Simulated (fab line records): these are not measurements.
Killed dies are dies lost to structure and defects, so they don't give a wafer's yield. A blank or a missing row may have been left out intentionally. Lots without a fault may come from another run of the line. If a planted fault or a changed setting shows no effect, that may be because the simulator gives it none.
The tool behind it: which one? || flow n5Finfet || 33 wafers from 11 lots sampled at 3 of the route's 1938 steps

WHAT THE GAUGES READ, wafer by wafer
N5_BEOL_M4_INSPECT_59: inspects for defects (darkfield).
{"lot": "L768", "measured": "day 7 20:00", "on": "defectInspect-01", "rawDefectCount": "53 36 63"}
{"lot": "L769", "measured": "day 7 22:30", "on": "defectInspect-01", "rawDefectCount": "52 62 57"}
{"lot": "L773", "measured": "day 10 00:44", "on": "defectInspect-02", "rawDefectCount": "59 72 44"}
{"lot": "L775", "measured": "day 10 16:32", "on": "defectInspect-01", "rawDefectCount": "90 95 91"}
{"lot": "L780", "measured": "day 11 09:20", "on": "defectInspect-01", "rawDefectCount": "70 96 55"}
{"lot": "L782", "measured": "day 11 17:22", "on": "defectInspect-02", "rawDefectCount": "79 92 47"}
{"lot": "L783", "measured": "day 12 11:08", "on": "defectInspect-01", "rawDefectCount": "53 53 78"}
{"lot": "L785", "measured": "day 12 20:40", "on": "defectInspect-01", "rawDefectCount": "67 103 131"}
{"lot": "L786", "measured": "day 12 22:34", "on": "defectInspect-01", "rawDefectCount": "70 103 65"}
{"lot": "L787", "measured": "day 13 05:01", "on": "defectInspect-01", "rawDefectCount": "61 45 43"}
{"lot": "L791", "measured": "day 14 07:25", "on": "defectInspect-02", "rawDefectCount": "49 75 76"}

N5_BEOL_M5_INSPECT_30: inspects for defects (brightfield).
{"lot": "L768", "measured": "day 8 00:31", "on": "defectInspect-01", "rawDefectCount": "316 298 359"}
{"lot": "L769", "measured": "day 8 09:05", "on": "defectInspect-02", "rawDefectCount": "373 296 438"}
{"lot": "L773", "measured": "day 10 07:04", "on": "defectInspect-02", "rawDefectCount": "306 364 458"}
{"lot": "L775", "measured": "day 10 22:08", "on": "defectInspect-02", "rawDefectCount": "488 491 584"}
{"lot": "L780", "measured": "day 11 14:05", "on": "defectInspect-02", "rawDefectCount": "478 561 386"}
{"lot": "L782", "measured": "day 11 21:02", "on": "defectInspect-01", "rawDefectCount": "504 437 416"}
{"lot": "L783", "measured": "day 12 16:07", "on": "defectInspect-02", "rawDefectCount": "362 321 336"}
{"lot": "L785", "measured": "day 12 23:59", "on": "defectInspect-01", "rawDefectCount": "396 420 670"}
{"lot": "L786", "measured": "day 13 03:31", "on": "defectInspect-01", "rawDefectCount": "260 434 340"}
{"lot": "L787", "measured": "day 13 12:25", "on": "defectInspect-01", "rawDefectCount": "294 317 262"}
{"lot": "L791", "measured": "day 14 10:55", "on": "defectInspect-01", "rawDefectCount": "347 521 472"}

EACH LOT AND THE TOOL THAT RAN IT (in order: tool; ch and the chambers of the sampled wafers; start)
{"lot": "L768", "N5_BEOL_M5_PECVD_70": "pecvd-04 ch 0,1,2, day 7 21:47"}
{"lot": "L769", "N5_BEOL_M5_PECVD_70": "pecvd-02 ch 0,2, day 8 00:07"}
{"lot": "L773", "N5_BEOL_M5_PECVD_70": "pecvd-02 ch 0,1, day 10 02:21"}
{"lot": "L775", "N5_BEOL_M5_PECVD_70": "pecvd-03 ch 1,2, day 10 18:09"}
{"lot": "L780", "N5_BEOL_M5_PECVD_70": "pecvd-03 ch 0,1,2, day 11 11:25"}
{"lot": "L782", "N5_BEOL_M5_PECVD_70": "pecvd-03 ch 0,1,2, day 11 18:58"}
{"lot": "L783", "N5_BEOL_M5_PECVD_70": "pecvd-02 ch 0,1,2, day 12 12:44"}
{"lot": "L785", "N5_BEOL_M5_PECVD_70": "pecvd-03 ch 1,2, day 12 22:16"}
{"lot": "L786", "N5_BEOL_M5_PECVD_70": "pecvd-03 ch 0,1,2, day 13 00:10"}
{"lot": "L787", "N5_BEOL_M5_PECVD_70": "pecvd-02 ch 0,1, day 13 06:38"}
{"lot": "L791", "N5_BEOL_M5_PECVD_70": "pecvd-02 ch 0,1,2, day 14 09:07"}
- N5_BEOL_M5_PECVD_70: deposits SiO2 from TEOS/O2, target thk 16 nm, time 18 s.

WHAT THE TOOLS THEMSELVES READ (means of the sampled wafers that have a number; where no wafer has one, the mark that the record gives instead)
N5_BEOL_M5_PECVD_70.
{"lot": "L768", "tool": "pecvd-04", "heaterPowerW (W)": 722, "showerheadPlenumPTorr (Torr)": 8.82, "throttleValvePct (%)": 22.6}
{"lot": "L769", "tool": "pecvd-02", "heaterPowerW (W)": 678, "showerheadPlenumPTorr (Torr)": 8.77, "throttleValvePct (%)": 21.4}
{"lot": "L773", "tool": "pecvd-02", "heaterPowerW (W)": 590, "showerheadPlenumPTorr (Torr)": 8.74, "throttleValvePct (%)": 24.1}
{"lot": "L775", "tool": "pecvd-03", "heaterPowerW (W)": 688, "showerheadPlenumPTorr (Torr)": 8.72, "throttleValvePct (%)": 21.0}
{"lot": "L780", "tool": "pecvd-03", "heaterPowerW (W)": 653, "showerheadPlenumPTorr (Torr)": 8.76, "throttleValvePct (%)": 21.7}
{"lot": "L782", "tool": "pecvd-03", "heaterPowerW (W)": 587, "showerheadPlenumPTorr (Torr)": 8.74, "throttleValvePct (%)": 21.7}
{"lot": "L783", "tool": "pecvd-02", "heaterPowerW (W)": 681, "showerheadPlenumPTorr (Torr)": 8.75, "throttleValvePct (%)": 22.9}
{"lot": "L785", "tool": "pecvd-03", "heaterPowerW (W)": 702, "showerheadPlenumPTorr (Torr)": 8.70, "throttleValvePct (%)": 22.1}
{"lot": "L786", "tool": "pecvd-03", "heaterPowerW (W)": 672, "showerheadPlenumPTorr (Torr)": 8.76, "throttleValvePct (%)": 21.6}
{"lot": "L787", "tool": "pecvd-02", "heaterPowerW (W)": 622, "showerheadPlenumPTorr (Torr)": 8.75, "throttleValvePct (%)": 23.8}
{"lot": "L791", "tool": "pecvd-02", "heaterPowerW (W)": 674, "showerheadPlenumPTorr (Torr)": 8.76, "throttleValvePct (%)": 23.1}

THE ANSWER, worked out from the rows above alone
Rule: usual is defined by the lots themselves. Put in order of their means at a reading, lots are off if they are a third of the lots or fewer, leave a main group of 4 or more, and stand apart from it by a gap of 3 or more times the standard deviation of the main group's means; of several such gaps the widest counts. A main group whose means are all the same, to the digits that the tables above print for the reading, isn't used. A lot without any number at a reading at which 4 lots or more have one is off too. Any other lot the step has rows for is counted as sound. After the gauges, taken in route order, come the tools' own readings; for these a lot's mean is taken, as printed above. The first step at which some lot is off is used, and at that step the reading that is off furthest; a lot without a number counts as furthest.
No lot is off at any reading shown: from this, nothing can be told.

WHAT WAS PUT IN BY THE SIMULATOR
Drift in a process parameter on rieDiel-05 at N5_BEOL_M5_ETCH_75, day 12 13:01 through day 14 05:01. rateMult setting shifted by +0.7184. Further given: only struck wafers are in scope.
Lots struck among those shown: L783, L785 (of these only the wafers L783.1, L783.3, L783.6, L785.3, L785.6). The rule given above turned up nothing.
